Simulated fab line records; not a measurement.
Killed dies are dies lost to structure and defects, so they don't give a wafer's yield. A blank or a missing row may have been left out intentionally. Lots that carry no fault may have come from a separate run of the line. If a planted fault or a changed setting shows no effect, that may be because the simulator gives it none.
Comparing a struck lot with a sound one || flow n5 finfet || 14 out of 1938 route steps
Sound: wafers L174.2, L174.5, L174.6. Struck: wafer L169.2. (L169.4, L169.5 of the same lot were not struck and are left out.) The cause comes at the end.
Each step with rows lists, per side, the tool, then ch with its chambers, then its first start. Under that, the readings that differ: sound wafers || struck wafers || difference of the means || sigmas: that difference in standard deviations of wafers without a fault.
alike: readings with means less than 2 such deviations apart, plus words and numbers identical on both sides. not compared: withheld readings, readings lacking a value on some wafer, bounds such as >300 that could conceal the same value, and numbers that have no deviation in the record and whose values overlap.
The two part at a step that has a row with sigmas, a row that says differs or no value, or rows on one side only. Numbers that don't overlap but have no deviation are shown without sigmas and don't part them. A reading missing from all wafers of one side parts the sides only when that side holds two or more wafers.

N5_BEOL_M15_TRENCH_ETCH_34: etches SiO2 in C4F8/O2/Ar, target depth 872.93 nm, time 199 s.
  sound on rie diel-06 ch 0,1,2, day 15 17:14; struck on rie diel-04 ch 0, day 13 15:22
  alike: drypump motor current A, he inner torr, oes product au, rf vpp V, showerhead plenum p Torr, throttle valve pct
  not compared: rf hours counter h
then, 1 step without rows for these wafers: N5_BEOL_M15_STRIP_36 (strips in O2).
N5_BEOL_M15_STRIP_62: strips in O2.
  sound: rie diel-04 ch 2,3; struck: rie diel-02 ch 3
{"reading": "showerhead plenum p Torr (Torr)", "sound": "2.00 2.00 2.17", "struck": 2.23, "difference": "+0.17", "sigmas": "+2"}
  alike: drypump motor current A, oes product au, rf vpp V, throttle valve pct
  not compared: rf hours counter h
then, 4 steps without rows for these wafers: N5_BEOL_M15_STRIP_37 (strips in O2); N5_BEOL_M15_ETCH_38 (etches SiCN in CF4/N2, target depth 106.4 nm, time 120.5 s); N5_BEOL_M15_PRECLEAN_39 (cleans in residue remover, time 60 s); N5_BEOL_M15_SRD_40 (time 30 s, dry time 30 s).
N5_BEOL_M15_DEGAS_41: time 60 s.
  sound on pvd sputter-02 at day 15 18:39; struck on pvd sputter-03 at day 13 15:57
{"reading": "heater power w (W)", "sound": "493 465 498", "struck": 382, "difference": -103, "sigmas": -2}
then, 1 step without rows for these wafers: N5_BEOL_M15_PRE_CLEAN_42 (time 30 s).
N5_BEOL_M15_SPUTTER_43: material TaN, target thk 15 nm, time 24.19 s.
  sound on pvd sputter-02 at day 15 18:44; struck on pvd sputter-03 at day 13 16:02
  alike: cathode dc power W, throttle valve pct
N5_BEOL_M15_SPUTTER_44: material Ta, target thk 15 nm, time 24.19 s.
  sound on pvd sputter-02 at day 15 18:49; struck on pvd sputter-03 at day 13 16:07
  alike: cathode dc power W, throttle valve pct
N5_BEOL_M15_SPUTTER_45: material Cu, target thk 100 nm, time 16.67 s.
  sound on pvd sputter-02 at day 15 18:53; struck on pvd sputter-03 at day 13 16:11
{"reading": "cathode dc power W (W)", "sound": "26003 25998 26009", "struck": 23552, "difference": -2451, "sigmas": "-99 or more"}
  alike: chuck sensor temp C, throttle valve pct
then, 2 steps without rows for these wafers: N5_BEOL_M15_ECD_47 (material Cu, target thk 1860 nm); N5_PASSIVATION_PROBE_49.

WHERE THEY PART
Last at N5_BEOL_M15_SPUTTER_45 as far as this record goes, first at N5_BEOL_M15_STRIP_62.

WHY: what had been put in by the simulator
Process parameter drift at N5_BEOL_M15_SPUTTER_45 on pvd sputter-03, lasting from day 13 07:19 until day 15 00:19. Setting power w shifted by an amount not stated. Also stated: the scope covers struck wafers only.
